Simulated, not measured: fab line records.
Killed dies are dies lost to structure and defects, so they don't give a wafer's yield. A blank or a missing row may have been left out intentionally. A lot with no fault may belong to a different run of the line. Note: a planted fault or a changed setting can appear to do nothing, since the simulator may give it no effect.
A struck lot beside a sound one -- flow n5_finfet -- 37 steps out of a route of 1938
Sound: these wafers, L617.1, L617.2, L617.3. Struck: wafer L607.6 (left out: L607.1, L607.5 of the same lot, which were not struck); the cause appears at the end.
At each step with rows: each side's tool, then ch and its chambers, then its first start. Under that, the readings that differ: sound wafers -- struck wafers -- difference of the means -- sigmas: that difference in standard deviations of wafers without a fault.
alike: readings whose means differ by less than 2 such deviations, and words and numbers that are the same on both sides. not compared: withheld readings, readings that some wafer has no value for, bounds like >300 that may hide the same value, and numbers for which the record gives no deviation and whose values overlap.
A row with sigmas, a row that says differs or no value, or rows on one side alone: a step with any of these is where the two part. When numbers do not overlap yet have no deviation, they are printed without sigmas and do not part them. A reading missing from all wafers of one side parts the sides only when that side holds two or more wafers.

first, 12 steps without rows for these wafers: N5_SD_EPI_P_STRIP_38 (strips in N2/H2); N5_SD_EPI_P_ETCHBACK_46 (etches SiNx in CH3F/O2, stops on SiO2, target depth 17.5 nm); N5_SD_EPI_P_ETCH_47 (etches SiOCN in CH3F/O2, target depth 25 nm); N5_SD_EPI_P_ETCH_16 (etches SiO2 in CHF3/O2, target depth 5 nm); N5_SD_EPI_P_STRIP_50 (strips in CHF3/O2); N5_SD_EPI_P_SD_RECESS_17 (chemistry HBr/Cl2/O2, target depth 39.1 nm, bt time 3 s); N5_SD_EPI_P_WET_ETCH_45 (etches SiO2 in dHF, time 10.7 s, target depth 2 nm, rinse time 30 s); N5_SD_EPI_P_STRIP_40 (strips in N2/H2); N5_SD_EPI_P_PRECLEAN_52 (cleans in O3/DIW, time 60 s); N5_SD_EPI_P_SRD_20 (time 30 s); N5_SD_EPI_P_PRECLEAN_51 (cleans in NF3:NH3, afs cycles 1, time 20 s, sublimation time 60 s); N5_SD_EPI_P_VAPOR_ETCH_44 (etches SiGe30 in NF3/Ar, time 3.3 s).
N5_SD_EPI_P_EPI_21: deposits SiGe:B, time 355 s.
  sound on epi_rpcvd-01 ch 0, day 8 19:17; struck on epi_rpcvd-01 ch 0, day 6 02:35
reading,sound,struck,difference,sigmas
model.SiGe-B_of_SD_EPI_P_EPI_21.thk_nm (nm),60.8 60.4 61,67.4,+6.7,
N5_SD_EPI_P_EPI_MEAS_23:
  sound on film_metro-02, day 8 21:29; struck on film_metro-02, day 6 03:35
reading,sound,struck,difference,sigmas
thk_nm (nm),60.6 62.2 60.2,66.8,+5.8,+4
then, 8 steps without rows for these wafers: N5_SD_EPI_P_HM_STRIP_48 (strips SiNx in H3PO4, material SiNx, target depth 3 nm); N5_SD_EPI_P_SRD_49 (time 30 s); N5_SD_EPI_P_PRECLEAN_24 (cleans in O3/DIW, time 45 s); N5_SD_EPI_P_PRECLEAN_32 (cleans in dHF, time 10 s); N5_SD_EPI_P_PRECLEAN_33 (cleans in SC2, time 45 s); N5_SD_EPI_P_SRD_25 (time 30 s); N5_SD_ACTIVATION_RTA_00 (time 0 s); N5_SD_ACTIVATION_LSA_01 (time 0.0008 s).
N5_SD_ACTIVATION_RS_MEAS_03: measures by four-point-probe.
  sound on film_metro-01, day 8 22:06; struck on film_metro-02, day 6 04:22
reading,sound,struck,difference,sigmas
RS_SD_P (ohm/sq),56.1 56.1 55.6,51.2,-4.7,-6
  alike: RS_SD_N
then, 12 steps without rows for these wafers: N5_ILD0_LINER_00 (material SiNx, target thk 4 nm, pulse time 1 s, purge time 2 s); N5_ILD0_FCVD_FILL_01 (material SiO2 flowable, target thk 200 nm, time 328.3 s); N5_ILD0_CURE_02 (time 1800 s); N5_ILD0_CMP_03 (polishes, stops on SiNx, t overpolish 1.9 s, target thk 197.38 nm); N5_ILD0_CMP_07 (polishes SiO2 flowable, stops on poly-Si, t overpolish 1.18 s, target thk 138.88 nm); N5_ILD0_PRECLEAN_10 (cleans in NF3:NH3, afs cycles 5, time 20 s, sublimation time 60 s); N5_ILD0_ALD_15 (deposits SiNx, target thk 24 nm, pulse time 1 s, ald cycles 480); N5_ILD0_CMP_12 (polishes SiNx, stops on poly-Si, t overpolish 6 s, target thk 17.67 nm); N5_SDB_HM_DEP_00 (deposits SiNx from SiH4/NH3/N2, target thk 40 nm, time 35.3 s); N5_SDB_COAT_03 (time 60 s, resist thk 100 nm); N5_SDB_COAT_04 (time 60 s, resist thk 18 nm); N5_SDB_COAT_05 (resist thk 90 nm).
N5_MOL_CONTACT_COAG_ETCH_110: etches Si in CF4/O2, target depth 2.5 nm, time 8 s.
  sound on rie_diel-04 ch 1,2,3, day 10 06:14; struck on rie_diel-01 ch 0, day 7 11:02
reading,sound,struck,difference,sigmas
model.SiGe-B_of_SD_EPI_P_EPI_21.thk_nm (nm),57.8 57.6 58,64.2,+6.4,
  alike: drypump_motor_current_A, oes_product_au, rf_vpp_V, showerhead_plenum_p_Torr, throttle_valve_pct
  not compared: rf_hours_counter_h
-- the record jumps here: 4 days lie between the struck wafers' starts before and after (it left off in module MOL_CONTACT_COAG and takes up again in module BEOL_M4, whose first step shown is number 1111 of the route) --
N5_BEOL_M4_RC_MEAS_101:
  sound on prober-01 ch 0, day 15 15:08; struck on prober-01 ch 0, day 11 14:42
reading,sound,struck,difference,sigmas
DIBL_N (mV/V),36.9 36.5 37.9,33.3,-3.8,-3
DIBL_P (mV/V),37.9 37.0 39.8,34.6,-3.6,-3
RS_SD_P (ohm/sq),66.0 66.4 66.0,59.7,-6.4,-7
SS_N (mV/dec),71.6 71.7 72.1,70.5,-1.3,-2
VT_P (mV),-249 -253 -248,-243,+7,+2
  alike: IOFF_N, IOFF_P, ION_N, ION_P, SS_P, VT_N

WHERE THEY PART
At N5_SD_EPI_P_EPI_MEAS_23 first; at N5_BEOL_M4_RC_MEAS_101 last (within this record only).

WHY: the cause the simulator had injected
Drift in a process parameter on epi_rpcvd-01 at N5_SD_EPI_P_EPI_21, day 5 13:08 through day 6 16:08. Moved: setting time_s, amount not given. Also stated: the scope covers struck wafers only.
